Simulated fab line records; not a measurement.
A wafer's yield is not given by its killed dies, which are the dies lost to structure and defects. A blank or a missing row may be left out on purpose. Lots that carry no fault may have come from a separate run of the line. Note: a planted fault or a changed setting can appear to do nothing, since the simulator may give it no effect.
Which tool was responsible? || flow n5Finfet || 36 wafers sampled from 12 lots at 1 step of a route of 1938

WHAT THE GAUGES READ, wafer by wafer
N5_BEOL_M12_THK_MEAS_50: measures by xrf.
{"lot": "L074", "measured": "day 12 00:35", "on": "filmMetro-02", "M12_THK (nm)": "318 312 327"}
{"lot": "L077", "measured": "day 12 15:50", "on": "filmMetro-01", "M12_THK (nm)": "323 317 311"}
{"lot": "L079", "measured": "day 12 20:49", "on": "filmMetro-02", "M12_THK (nm)": "313 323 315"}
{"lot": "L083", "measured": "day 13 05:00", "on": "filmMetro-01", "M12_THK (nm)": "315 317 318"}
{"lot": "L084", "measured": "day 14 11:44", "on": "filmMetro-01", "M12_THK (nm)": "318 330 328"}
{"lot": "L088", "measured": "day 14 14:19", "on": "filmMetro-01", "M12_THK (nm)": "321 323 332"}
{"lot": "L086", "measured": "day 15 05:51", "on": "filmMetro-02", "M12_THK (nm)": "327 316 329"}
{"lot": "L089", "measured": "day 15 15:38", "on": "filmMetro-01", "M12_THK (nm)": "325 312 323"}
{"lot": "L090", "measured": "day 15 23:53", "on": "filmMetro-02", "M12_THK (nm)": "325 315 324"}
{"lot": "L093", "measured": "day 16 09:19", "on": "filmMetro-02", "M12_THK (nm)": "321 307 313"}
{"lot": "L095", "measured": "day 16 18:42", "on": "filmMetro-02", "M12_THK (nm)": "301 316 321"}
{"lot": "L097", "measured": "day 17 22:09", "on": "filmMetro-02", "M12_THK (nm)": "314 316 311"}

WHICH TOOL RAN EACH LOT (tool, then ch and the chambers of the sampled wafers, then the start)
The record shows no process step preceding these readings.

THE ANSWER, worked out from the rows above alone
Rule: usual is defined by the lots themselves. Put in order of their means at a reading, lots are off if they are a third of the lots or fewer, leave a main group of 4 or more, and stand apart from it by a gap of 3 or more times the standard deviation of the main group's means; of several such gaps the widest counts. A main group is skipped when, at the precision printed for the reading in the tables above, its means are all equal. A lot without any number at a reading at which 4 lots or more have one is off too. The other lots that the step has rows for count as sound.
No lot is off at any reading shown: from this, nothing can be told.

WHAT HAD BEEN PUT IN BY THE SIMULATOR
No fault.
